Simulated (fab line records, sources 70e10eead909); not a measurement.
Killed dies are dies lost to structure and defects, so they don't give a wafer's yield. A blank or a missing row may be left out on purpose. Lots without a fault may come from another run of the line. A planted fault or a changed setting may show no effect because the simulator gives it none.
Which tool did it? | flow nand_harc | 14 lots, 42 wafers sampled, at 5 steps of a route of 1302

WHAT THE GAUGES READ, wafer by wafer
NHARC_A_CHANNEL_HOLE_D2_CD_MEAS_10: target cd 100 nm.
lot  | measured     | on        | cd_nm (nm)
L255 | day 13 09:26 | cd_sem-01 | 101.0 100.4 99.4
L256 | day 13 22:11 | cd_sem-02 | 100.4 100.6 101.0
L258 | day 14 16:23 | cd_sem-03 | 100.3 101.1 100.9
L257 | day 14 16:05 | cd_sem-02 | 100.6 100.3 100.6
L259 | day 15 05:31 | cd_sem-02 | 100.3 100.7 100.6
L260 | day 15 18:06 | cd_sem-02 | 100.9 100.3 100.5
L265 | day 17 13:20 | cd_sem-02 | 99.5 100.1 98.8
L267 | day 17 23:38 | cd_sem-01 | 99.3 100.2 99.8
L270 | day 20 05:09 | cd_sem-01 | 101.3 101.4 100.7
L272 | day 21 04:37 | cd_sem-02 | 100.7 101.2 101.7
L273 | day 21 06:23 | cd_sem-02 | 101.0 99.8 99.8
L274 | day 21 04:28 | cd_sem-03 | 100.0 99.8 99.7
L276 | day 22 01:02 | cd_sem-03 | 100.1 99.9 100.2
L277 | day 22 07:30 | cd_sem-01 | 99.5 99.5 99.6

NHARC_END_SORT_01.
lot  | measured     | on        | killed_at_array | killed_at_other | killed_at_periphery | killed_dies | killed_open | killed_short
L265 | day 29 11:07 | prober-01 | 117 112 114     | 0 0 0           | 2 3 1               | 119 115 115 | 1 0 1       | 3 3 2
L267 | day 29 03:23 | prober-02 | 131 145 151     | 0 0 0           | 10 4 5              | 141 149 156 | 5 2 1       | 1 1 2

WHICH TOOL RAN EACH LOT (tool, then ch and the chambers of the sampled wafers, then the start)
lot  | NHARC_A_ONON_D2_DEP_03           | NHARC_A_ONON_D2_DEP_33          | NHARC_A_CHANNEL_HOLE_D2_DEP_01
L255 | pecvd_onon-03 ch 0, day 12 17:22 | pecvd-01 ch 0,1,2, day 13 05:38 | pecvd-02 ch 0,1,2, day 13 08:51
L256 | pecvd_onon-03 ch 0, day 13 07:19 | pecvd-04 ch 0,1,2, day 13 19:04 | pecvd-03 ch 0,1,2, day 13 21:33
L258 | pecvd_onon-02 ch 0, day 14 00:59 | pecvd-04 ch 1,2, day 14 13:01   | pecvd-04 ch 1,2, day 14 15:38
L257 | pecvd_onon-03 ch 0, day 14 01:01 | pecvd-01 ch 0,1,2, day 14 13:00 | pecvd-02 ch 0,1, day 14 15:29
L259 | pecvd_onon-03 ch 0, day 14 10:55 | pecvd-03 ch 0,1, day 15 00:46   | pecvd-04 ch 0,1,2, day 15 04:52
L260 | pecvd_onon-02 ch 0, day 14 23:23 | pecvd-03 ch 0,1,2, day 15 11:40 | pecvd-04 ch 0,1,2, day 15 17:35
L265 | pecvd_onon-01 ch 0, day 16 19:36 | pecvd-03 ch 1,2, day 17 07:26   | pecvd-04 ch 0,1, day 17 12:44
L267 | pecvd_onon-01 ch 0, day 17 08:26 | pecvd-04 ch 0,1,2, day 17 17:40 | pecvd-03 ch 0,1,2, day 17 23:04
L270 | pecvd_onon-02 ch 0, day 19 09:22 | pecvd-04 ch 0,1,2, day 19 22:16 | pecvd-02 ch 0,1, day 20 04:33
L272 | pecvd_onon-01 ch 0, day 20 10:06 | pecvd-04 ch 0,2, day 20 22:03   | pecvd-03 ch 1,2, day 21 03:56
L273 | pecvd_onon-03 ch 0, day 20 10:20 | pecvd-03 ch 1,2, day 20 22:07   | pecvd-04 ch 1,2, day 21 05:41
L274 | pecvd_onon-02 ch 0, day 20 10:22 | pecvd-01 ch 0,1,2, day 20 22:08 | pecvd-02 ch 1,2, day 21 03:45
L276 | pecvd_onon-01 ch 0, day 21 05:17 | pecvd-04 ch 0,1,2, day 21 19:29 | pecvd-04 ch 0,1, day 22 00:28
L277 | pecvd_onon-03 ch 0, day 21 15:26 | pecvd-03 ch 1,2, day 22 04:14   | pecvd-04 ch 1,2, day 22 06:47
- NHARC_A_ONON_D2_DEP_03: target thk 1000 nm.
- NHARC_A_ONON_D2_DEP_33: deposits SiO2, target thk 200 nm.
- NHARC_A_CHANNEL_HOLE_D2_DEP_01: deposits SiON, target thk 140 nm.

WHAT THE TOOLS THEMSELVES READ (means of the sampled wafers that have a number; where no wafer has one, the mark that the record gives instead)
NHARC_A_ONON_D2_DEP_03.
lot  | tool          | n2_flow_sccm (sccm)
L255 | pecvd_onon-03 | 2761
L256 | pecvd_onon-03 | 2751
L258 | pecvd_onon-02 | 2752
L257 | pecvd_onon-03 | 2749
L259 | pecvd_onon-03 | 2738
L260 | pecvd_onon-02 | 2757
L265 | pecvd_onon-01 | 2748
L267 | pecvd_onon-01 | 2754
L270 | pecvd_onon-02 | 2746
L272 | pecvd_onon-01 | 2757
L273 | pecvd_onon-03 | 2759
L274 | pecvd_onon-02 | 2752
L276 | pecvd_onon-01 | 2743
L277 | pecvd_onon-03 | 2743

NHARC_A_ONON_D2_DEP_33.
lot  | tool     | heater_power_w (W) | throttle_valve_pct (%)
L255 | pecvd-01 | 526                | 16.1
L256 | pecvd-04 | 607                | 16.1
L258 | pecvd-04 | 639                | 16.6
L257 | pecvd-01 | 582                | 16.2
L259 | pecvd-03 | 432                | 16.2
L260 | pecvd-03 | 536                | 16.3
L265 | pecvd-03 | 572                | 16.3
L267 | pecvd-04 | 586                | 16.3
L270 | pecvd-04 | 621                | 16.3
L272 | pecvd-04 | 563                | 16.1
L273 | pecvd-03 | 577                | 16.3
L274 | pecvd-01 | 562                | 16.4
L276 | pecvd-04 | 601                | 16.1
L277 | pecvd-03 | 526                | 16.4

NHARC_A_CHANNEL_HOLE_D2_DEP_01.
lot  | tool     | heater_power_w (W)
L255 | pecvd-02 | 736
L256 | pecvd-03 | 727
L258 | pecvd-04 | 808
L257 | pecvd-02 | 714
L259 | pecvd-04 | 790
L260 | pecvd-04 | 785
L265 | pecvd-04 | 793
L267 | pecvd-03 | 730
L270 | pecvd-02 | 651
L272 | pecvd-03 | 830
L273 | pecvd-04 | 741
L274 | pecvd-02 | 773
L276 | pecvd-04 | 763
L277 | pecvd-04 | 773

THE ANSWER, worked out from the rows above alone
Rule: what is usual is taken from the lots themselves. Put in order of their means at a reading, lots are off if they are a third of the lots or fewer, leave a main group of 4 or more, and stand apart from it by a gap of 3 or more times the standard deviation of the main group's means; of several such gaps the widest counts. A main group whose means are all the same, to the digits that the tables above print for the reading, isn't used. A lot without any number at a reading at which 4 lots or more have one is off too. The other lots that the step has rows for count as sound. The gauges are gone through in route order, then the tools' own readings, and for those a lot's mean is taken as printed above. The first step at which some lot is off is used, and at that step the reading that is off furthest; a lot without a number counts as furthest.
No lot is off at any reading shown: from this, nothing can be told.

WHAT THE SIMULATOR HAD PUT IN
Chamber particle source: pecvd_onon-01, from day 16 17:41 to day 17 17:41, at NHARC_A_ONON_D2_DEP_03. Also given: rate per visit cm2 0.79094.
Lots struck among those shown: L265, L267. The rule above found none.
